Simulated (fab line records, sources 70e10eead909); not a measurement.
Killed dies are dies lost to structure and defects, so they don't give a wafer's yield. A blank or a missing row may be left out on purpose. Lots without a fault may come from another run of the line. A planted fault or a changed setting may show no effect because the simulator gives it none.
fab line records | flow nand_harc
record lots=12 wafers=36 last_day=34
route steps=1302 shown A_CHANNEL_HOLE_D1@472 A_CHANNEL_FILL_D1@495 END@1302
lots that met no fault: from a run of the same line without faults
start_h: hours from the record's first day to the start of the lot's first wafer shown | wait_h: hours since the lot's step before | " the same as in the row above | L1.1+2: a row that stands for several wafers | - no value, or no start given | * or withheld: withheld | < > ~ a bound
route shown NAME@n: a module of which the file shows steps, and the number in the route of the first | usual: mean/standard deviation of fault-free wafers | same: alike in all rows | chamber/n: place in a boat | sites: the reading at each site | _std_site: their standard deviation | _edge_site: outer sites' mean less inner sites' | radius_mm: how far each site lies from the wafer's centre | mask NAME#n: copy n | behind: the tool/chamber that last shaped the wafer | hold: why the lot was held/for how many hours/how that ended | device: the transistor (n, p or np) that didn't switch | end of line: the same wafers' tests at the end of the route | a step without rows: its recipe alone | killed: dies lost to structure and defects at the first sort, not the wafer's yield | map: a wafer's dies, x killed, . not, _ none there
set.NAME: the setting as run; set.NAME@STEP: as run at that earlier step | model.NAME: the simulator's own value behind a step, which no gauge read
steps of the route over a sample of lots; a table a step, a row a wafer
services: from which hour (start_h, from the record's first day; less than 0 if before it) a tool's chamber was out of use, for how many hours, and why
## steps
# step NHARC_A_CHANNEL_HOLE_D1_ETCH_20
# recipe bias_v=3000 source_w=withheld pressure_mtorr=20 time_s=361.9 ar_flow_sccm=375 c4f8_flow_sccm=89.3 o2_flow_sccm=35.7 temp_c=-20 target_depth_a=16000 chemistry=C4F8/O2/Ar
# usual drypump_motor_current_A=5.59/0.14 he_backside_leak_sccm=6.4/0.74 showerhead_plenum_p_Torr=3.65/0.094 throttle_valve_pct=32.154/0.0084
# columns lot.wafer tool chamber start_h wait_h drypump_motor_current_A he_backside_leak_sccm rf_hours_counter_h showerhead_plenum_p_Torr throttle_valve_pct
L398.3 har_etch-02 0 179.14 0.2 5.60 6.0 - 3.72 32.163
L398.6 " 0 " " 5.59 6.2 - 3.72 32.158
L398.5 " 1 " " 5.78 7.2 - 3.77 32.151
L402.1 har_etch-02 0 221.15 0.1 5.58 6.2 322 3.70 32.129
L402.4 " 1 " " 5.75 7.7 - 3.75 32.150
L402.6 " 1 " " 5.74 7.2 - 3.75 32.136
L403.1 har_etch-02 1 234.60 0.1 5.77 7.1 329 3.75 32.169
L403.3 " 0 " " 5.58 6.2 - 3.70 32.146
L403.5 " 0 " " 5.59 6.1 - 3.70 32.152
L405.1 har_etch-01 0 254.02 0.1 5.35 6.4 119 3.52 32.153
L405.3 " 0 " " 5.36 6.1 - 3.52 32.151
L405.6 " 1 " " 5.66 5.7 - 3.72 32.162
L407.2 har_etch-01 1 266.93 0.1 5.63 6.1 126 3.72 32.146
L407.4 " 0 " " 5.37 6.2 - 3.52 32.142
L407.5 " 1 " " 5.68 5.8 - 3.72 32.155
L410.2 har_etch-02 1 294.07 0.1 5.78 7.1 371 3.73 32.148
L410.4 " 1 " " 5.74 7.7 - 3.72 32.144
L410.5 " 1 " " 5.75 7.1 - 3.73 32.161
L413.1 har_etch-01 1 325.14 0.1 5.63 5.8 161 3.70 32.158
L413.2 " 0 " " 5.39 6.8 161 3.50 32.160
L413.5 " 1 " " 5.65 5.9 - 3.70 32.169
L414.2 har_etch-02 0 346.85 0.1 5.60 6.6 398 3.66 32.141
L414.6 " 1 " " 5.74 8.0 - 3.71 32.148
L414.5 " 0 " " 5.62 6.6 - 3.66 32.159
L417.2 har_etch-01 1 368.98 0.1 5.65 5.7 188 3.68 32.161
L417.3 " 0 " " 5.34 6.7 - 3.49 32.163
L417.5 " 1 " " 5.66 5.9 - 3.68 32.157
L416.1 har_etch-02 0 371.12 0.1 5.61 6.5 417 3.65 32.150
L416.4 " 1 " " 5.74 7.8 - 3.70 32.142
L416.6 " 1 " " 5.76 7.7 - 3.70 32.146
L421.4 har_etch-01 0 405.46 0.2 5.38 6.5 - 3.47 32.176
L421.3 " 1 " " 5.64 5.4 - 3.67 32.168
L421.6 " 1 " " 5.64 5.8 - 3.67 32.153
L420.2 har_etch-02 0 442.85 0.1 5.64 5.4 27 3.63 32.159
L420.3 " 0 " " 5.59 5.5 - 3.63 32.161
L420.6 " 0 " " 5.63 5.4 - 3.63 32.150
# step NHARC_A_CHANNEL_HOLE_D1_ETCH_24
# recipe bias_v=5000 source_w=withheld pressure_mtorr=20 time_s=906.2 ar_flow_sccm=375 c4f8_flow_sccm=93.8 o2_flow_sccm=31.2 temp_c=-20 target_depth_a=15000 chemistry=C4F8/O2/Ar
# usual drypump_motor_current_A=5.59/0.14 he_backside_leak_sccm=6.5/0.99 showerhead_plenum_p_Torr=3.64/0.094 throttle_valve_pct=32.234/0.009
# columns lot.wafer tool chamber start_h wait_h drypump_motor_current_A he_backside_leak_sccm rf_hours_counter_h showerhead_plenum_p_Torr throttle_valve_pct
L398.3 har_etch-02 0 181.30 0.6 5.61 6.3 - 3.71 32.235
L398.6 " 0 " " 5.61 6.0 - 3.71 32.231
L398.5 " 1 " " 5.78 7.1 - 3.76 32.234
L402.1 har_etch-02 0 223.22 0.6 5.57 6.4 324 3.70 32.240
L402.4 " 1 " " 5.74 7.2 - 3.75 32.233
L402.6 " 1 " " 5.72 7.3 - 3.75 32.241
L403.1 har_etch-02 1 236.70 0.6 5.76 7.2 331 3.74 32.221
L403.3 " 0 " " 5.61 6.2 - 3.69 32.230
L403.5 " 0 " " 5.60 5.9 - 3.69 32.224
L405.1 har_etch-01 0 256.04 0.6 5.39 6.2 121 3.52 32.230
L405.3 " 0 " " 5.37 6.1 - 3.52 32.246
L405.6 " 1 " " 5.67 5.7 - 3.71 32.236
L407.2 har_etch-01 1 268.96 0.6 5.61 5.6 128 3.71 32.235
L407.4 " 0 " " 5.38 6.3 - 3.51 32.243
L407.5 " 1 " " 5.62 5.2 - 3.71 32.235
L410.2 har_etch-02 1 296.17 0.6 5.76 7.5 373 3.72 32.232
L410.4 " 1 " " 5.75 7.8 - 3.72 32.227
L410.5 " 1 " " 5.75 7.6 - 3.72 32.212
L413.1 har_etch-01 1 327.16 0.6 5.63 6.0 163 3.69 32.239
L413.2 " 0 " " 5.37 6.6 163 3.49 32.263
L413.5 " 1 " " 5.66 6.2 - 3.69 32.229
L414.2 har_etch-02 0 348.95 0.6 5.57 6.3 400 3.66 32.228
L414.6 " 1 " " 5.77 7.7 - 3.71 32.223
L414.5 " 0 " " 5.60 6.6 - 3.66 32.255
L417.2 har_etch-01 1 371.06 0.6 5.65 6.0 190 3.68 32.225
L417.3 " 0 " " 5.39 6.5 - 3.48 32.228
L417.5 " 1 " " 5.66 6.2 - 3.68 32.234
L416.1 har_etch-02 0 373.20 0.6 5.59 7.0 419 3.65 32.223
L416.4 " 1 " " 5.76 7.7 - 3.69 32.228
L416.6 " 1 " " 5.76 7.8 - 3.69 32.232
L421.4 har_etch-01 0 407.63 0.6 5.38 6.0 - 3.47 32.254
L421.3 " 1 " " 5.68 6.4 - 3.66 32.227
L421.6 " 1 " " 5.68 11.4 - 3.66 32.223
L420.2 har_etch-02 0 444.86 0.6 5.55 5.3 29 3.63 32.242
L420.3 " 0 " " 5.60 5.2 - 3.63 32.232
L420.6 " 0 " " 5.60 5.3 - 3.63 32.232
# step NHARC_A_CHANNEL_HOLE_D1_CD_MEAS_30
# usual cd_nm=90.2/0.92
# columns lot.wafer tool chamber start_h wait_h cd_nm
L398.3 cd_sem-01 - 184.50 0.1 91.2
L398.5 " - " " 91.5
L398.6 " - " " 91.0
L402.1 cd_sem-03 - 226.54 - 90.9
L402.4 " - " " 90.3
L402.6 " - " " 89.6
L403.1 cd_sem-03 - 239.96 - 89.9
L403.3 " - " " 90.2
L403.5 " - " " 90.2
L405.1 cd_sem-02 - 259.45 - 90.5
L405.3 " - " " 90.4
L405.6 " - " " 90.6
L407.2 cd_sem-01 - 272.37 - 89.8
L407.4 " - " " 90.4
L407.5 " - " " 89.6
L410.2 cd_sem-01 - 299.90 - 90.0
L410.4 " - " " 90.7
L410.5 " - " " 92.3
L413.1 cd_sem-03 - 330.57 - 89.4
L413.2 " - " " 90.6
L413.5 " - " " 89.3
L414.2 cd_sem-01 - 352.37 - 90.8
L414.5 " - " " 91.1
L414.6 " - " " 90.6
L417.2 cd_sem-02 - 374.33 - 90.8
L417.3 " - " " 90.9
L417.5 " - " " 90.7
L416.1 cd_sem-02 - 376.46 - 89.2
L416.4 " - " " 90.4
L416.6 " - " " 91.5
L421.3 cd_sem-03 - 410.75 - 89.4
L421.4 " - " " 88.1
L421.6 " - " " 91.5
L420.2 cd_sem-01 - 448.27 - 90.8
L420.3 " - " " 88.7
L420.6 " - " " 87.8
# step NHARC_A_CHANNEL_FILL_D1_ALD_15
# recipe target_thk_a=20 pulse_time_s=60 ald_cycles=19 temp_c=630 pressure_torr=2 material=SiNx
# usual ald_cycles=19/0 precursor_pulse_height_rel=0.999/0.02 susceptor_temp_C=630.06/0.28
# same pulse_time_s=60
# columns lot.wafer tool chamber start_h wait_h ald_cycles precursor_pulse_height_rel susceptor_temp_C
L398.3 ald_sin_batch-01 0 195.10 - 19 0.958 630.62
L398.5 " 0 " " 19 1.010 630.32
L398.6 " 0 " " 19 1.014 630.22
L402.1 ald_sin_batch-02 0 237.11 - 19 1.005 630.33
L402.4 " 0 " " 19 0.995 629.88
L402.6 " 0 " " 19 1.000 630.01
L403.1 ald_sin_batch-01 0 250.82 - 19 0.993 629.71
L403.3 " 0 " " 19 1.001 630.03
L403.5 " 0 " " 19 0.999 629.85
L405.1 ald_sin_batch-01 0 268.88 - 19 0.975 -
L405.3 " 0 " " 19 0.972 -
L405.6 " 0 " " 19 0.990 -
L407.2 ald_sin_batch-01 0 282.83 - 19 0.971 -
L407.4 " 0 " " 19 0.990 -
L407.5 " 0 " " 19 0.968 -
L410.2 ald_sin_batch-01 0 311.42 - 19 1.013 630.49
L410.4 " 0 " " 19 1.020 630.53
L410.5 " 0 " " 19 1.013 630.23
L413.1 ald_sin_batch-01 0 342.29 - 25 1.018 -
L413.2 " 0 " " 25 1.027 -
L413.5 " 0 " " 25 1.013 -
L414.2 ald_sin_batch-01 0 364.75 - 25 0.989 629.73
L414.5 " 0 " " 25 0.993 629.90
L414.6 " 0 " " 25 0.996 630.49
L416.1 ald_sin_batch-02 0 384.84 - 19 1.026 630.21
L416.4 " 0 " " 19 0.981 629.99
L416.6 " 0 " " 19 1.039 629.92
L417.2 ald_sin_batch-02 0 384.84 - 19 0.996 629.75
L417.3 " 0 " " 19 1.009 630.05
L417.5 " 0 " " 19 1.025 629.57
L421.3 ald_sin_batch-02 0 422.31 - 19 1.001 630.39
L421.4 " 0 " " 19 1.030 629.95
L421.6 " 0 " " 19 1.000 630.34
L420.2 ald_sin_batch-02 0 456.04 - 19 1.044 630.27
L420.3 " 0 " " 19 0.957 630.24
L420.6 " 0 " " 19 1.005 630.08
# step NHARC_END_SORT_01
# recipe temp_c=25
# usual killed_at_array=58/15 killed_at_other=0.8/1.2 killed_at_periphery=3.5/2.5 killed_dies=62/15 killed_open=3.2/1.7 killed_short=2.4/1.5
# same gross_dies=677
# columns lot.wafer tool chamber start_h wait_h killed_at_array killed_at_other killed_at_periphery killed_dies killed_open killed_short
L402.1 prober-02 0 595.15 2.5 86 1 1 88 2 0
L402.4 prober-02 0 597.56 3.4 72 2 4 78 0 3
L402.6 prober-02 0 599.16 4.0 80 2 4 86 3 1
# killed by level:class
L402.1 A_CHANNEL_HOLE_D1:chamber_film_flake=29 A_SLIT:chamber_film_flake=27 A_CHANNEL_HOLE_D2:chamber_film_flake=20 A_CONTACT:chamber_film_flake=3 A_STAIRCASE:chamber_film_flake=2 A_DECK1_JOINT:chamber_film_flake=2 A_CHANNEL_HOLE_D1:geometric_particle:open=1 A_CHANNEL_FILL_D2:geometric_particle:open=1
L402.4 A_SLIT:chamber_film_flake=23 A_CHANNEL_HOLE_D1:chamber_film_flake=22 A_CHANNEL_HOLE_D2:chamber_film_flake=19 A_CONTACT:chamber_film_flake=5 P_CONTACT:chamber_film_flake=2 THIN_TSV:chamber_film_flake=2 P_M0:geometric_particle:short=1 A_DECK1_JOINT:geometric_particle:short=1
L402.6 A_SLIT:chamber_film_flake=25 A_CHANNEL_HOLE_D2:chamber_film_flake=25 A_CHANNEL_HOLE_D1:chamber_film_flake=19 A_CONTACT:chamber_film_flake=3 A_DECK1_JOINT:chamber_film_flake=2 A_STAIRCASE:chamber_film_flake=2 THIN_TSV:chamber_film_flake=2 P_M1:geometric_particle:open=1
## services
# columns tool chamber start_h hours kind
har_etch-01 - 229.49 11.4 repair
ald_sin_batch-02 - 272.28 26.0 pm
har_etch-02 - 377.00 17.0 pm
har_etch-02 0 377.00 17.0 vent_cycle
har_etch-02 1 377.00 17.0 vent_cycle
har_etch-02 0 394.00 - clean
har_etch-02 0 394.00 - consumable_replace:focus_ring
har_etch-02 1 394.00 - clean
har_etch-02 1 394.00 - consumable_replace:esc
har_etch-02 1 394.00 - consumable_replace:focus_ring
## key
first_sign step=NHARC_A_CHANNEL_FILL_D1_ALD_15 reading=ald_cycles direction=up sigmas=99+ usual=19 struck=25
effect none on later readings
met_at NHARC_A_CHANNEL_FILL_D1_ALD_15
struck_lots L413,L414
tester_left_out L413,L414
not_acting_at NHARC_A_CHANNEL_HOLE_D1_ETCH_20,NHARC_A_CHANNEL_HOLE_D1_ETCH_24,NHARC_A_CHANNEL_HOLE_D1_CD_MEAS_30
onset_between 311.42 342.29
fault kind=process_parameter_drift tool=ald_sin_batch-01 chamber=- onset_h=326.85 steps=NHARC_A_CHANNEL_FILL_D1_ALD_15 channel=ald_cycles offset=6 shape=step end_h=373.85 acts_in=these_recipes_only stated=19
# tester_left_out: of these lots the tester's yield and bins aren't shown, on N5 and GAA mostly nor the transistor test; their killed dies are dies lost to structure and defects alone, not to doping, threshold or leakage, so they don't give the yield
